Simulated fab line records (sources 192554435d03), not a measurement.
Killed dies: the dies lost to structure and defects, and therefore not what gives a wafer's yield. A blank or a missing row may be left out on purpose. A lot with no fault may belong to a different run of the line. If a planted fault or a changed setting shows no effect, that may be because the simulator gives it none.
Chamber matching / flow n5-finfet / 4 sister chambers for N5_BEOL_M0_SAQP_SPACER1_ALD_98 on ald-sin-01
The step deposits SiO2, target thk 12.8 nm, pulse time 1 s, purge time 2 s. 16 wafers are shown with their chamber, then 8 later ones without.

== WAFERS, EACH WITH ITS CHAMBER ==
wafer=L074.1; chamber=3; heater-power-w (W)=465; susceptor-temp-C (C)=300.04; precursor-pulse-height-rel=1.024
wafer=L074.5; chamber=0; heater-power-w (W)=528; susceptor-temp-C (C)=300.06; precursor-pulse-height-rel=1.019
wafer=L074.6; chamber=1; heater-power-w (W)=500; susceptor-temp-C (C)=299.90; precursor-pulse-height-rel=0.995
wafer=L077.1; chamber=1; heater-power-w (W)=493; susceptor-temp-C (C)=299.85; precursor-pulse-height-rel=0.992
wafer=L077.4; chamber=3; heater-power-w (W)=474; susceptor-temp-C (C)=299.74; precursor-pulse-height-rel=1.041
wafer=L077.5; chamber=0; heater-power-w (W)=519; susceptor-temp-C (C)=299.92; precursor-pulse-height-rel=0.977
wafer=L083.1; chamber=0; heater-power-w (W)=523; susceptor-temp-C (C)=299.78; precursor-pulse-height-rel=0.979
wafer=L083.2; chamber=2; heater-power-w (W)=471; susceptor-temp-C (C)=300.16; precursor-pulse-height-rel=1.023
wafer=L083.3; chamber=1; heater-power-w (W)=492; susceptor-temp-C (C)=300.25; precursor-pulse-height-rel=0.976
wafer=L084.2; chamber=0; heater-power-w (W)=528; susceptor-temp-C (C)=299.77; precursor-pulse-height-rel=1.036
wafer=L084.4; chamber=2; heater-power-w (W)=467; susceptor-temp-C (C)=300.10; precursor-pulse-height-rel=0.984
wafer=L084.5; chamber=0; heater-power-w (W)=522; susceptor-temp-C (C)=299.96; precursor-pulse-height-rel=0.972
wafer=L087.1; chamber=2; heater-power-w (W)=472; susceptor-temp-C (C)=300.22; precursor-pulse-height-rel=1.001
wafer=L087.2; chamber=1; heater-power-w (W)=488; susceptor-temp-C (C)=300.01; precursor-pulse-height-rel=0.994
wafer=L087.5; chamber=2; heater-power-w (W)=476; susceptor-temp-C (C)=300.18; precursor-pulse-height-rel=0.980
wafer=L090.2; chamber=3; heater-power-w (W)=476; susceptor-temp-C (C)=299.72; precursor-pulse-height-rel=1.015

SIGNATURES (means of the wafers above)
reading=heater-power-w; chamber 0=524.00; chamber 1=493.25; chamber 2=471.50; chamber 3=471.67; scatter within a chamber=4.53
reading=susceptor-temp-C; chamber 0=299.8980; chamber 1=300.0025; chamber 2=300.1650; chamber 3=299.8333; scatter within a chamber=0.138
reading=precursor-pulse-height-rel; chamber 0=0.99660; chamber 1=0.98925; chamber 2=0.99700; chamber 3=1.02667; scatter within a chamber=0.0206
Rule: for each reading, subtract the chamber's mean from the wafer's reading, divide by that reading's scatter and square the result; add these up over the readings and take the root, which gives the wafer's distance from the chamber. If the next closest chamber is less than 2 further off than the closest, the wafer can't be placed; otherwise it belongs to the closest. The scatter is the square root of a quotient: the sum, over the shown wafers, of each reading's squared deviation from its chamber's mean, divided by wafers minus chambers.

== WAFERS WHOSE CHAMBER IS MISSING ==
wafer=L090.5; heater-power-w (W)=494; susceptor-temp-C (C)=300.40; precursor-pulse-height-rel=1.011
wafer=L090.6; heater-power-w (W)=525; susceptor-temp-C (C)=300.06; precursor-pulse-height-rel=0.986
wafer=L095.1; heater-power-w (W)=467; susceptor-temp-C (C)=299.98; precursor-pulse-height-rel=1.049
wafer=L095.4; heater-power-w (W)=526; susceptor-temp-C (C)=300.08; precursor-pulse-height-rel=0.986
wafer=L095.6; heater-power-w (W)=470; susceptor-temp-C (C)=300.22; precursor-pulse-height-rel=1.034
wafer=L097.1; heater-power-w (W)=501; susceptor-temp-C (C)=299.88; precursor-pulse-height-rel=0.994
wafer=L097.3; heater-power-w (W)=526; susceptor-temp-C (C)=299.79; precursor-pulse-height-rel=0.997
wafer=L097.6; heater-power-w (W)=472; susceptor-temp-C (C)=300.31; precursor-pulse-height-rel=1.016

== WHICH CHAMBER EACH WENT THROUGH ==
wafer=L090.5; from the rows above=1; in truth=1
wafer=L090.6; from the rows above=0; in truth=0
wafer=L095.1; from the rows above=can't be placed: 3 or 2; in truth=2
wafer=L095.4; from the rows above=0; in truth=0
wafer=L095.6; from the rows above=can't be placed: 2 or 3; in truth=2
wafer=L097.1; from the rows above=1; in truth=1
wafer=L097.3; from the rows above=0; in truth=0
wafer=L097.6; from the rows above=2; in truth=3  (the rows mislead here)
Placed correctly: 5 of 8. From these rows, 2 cannot be placed; in 2 the true chamber is one of the candidates. Placed wrongly: 1.
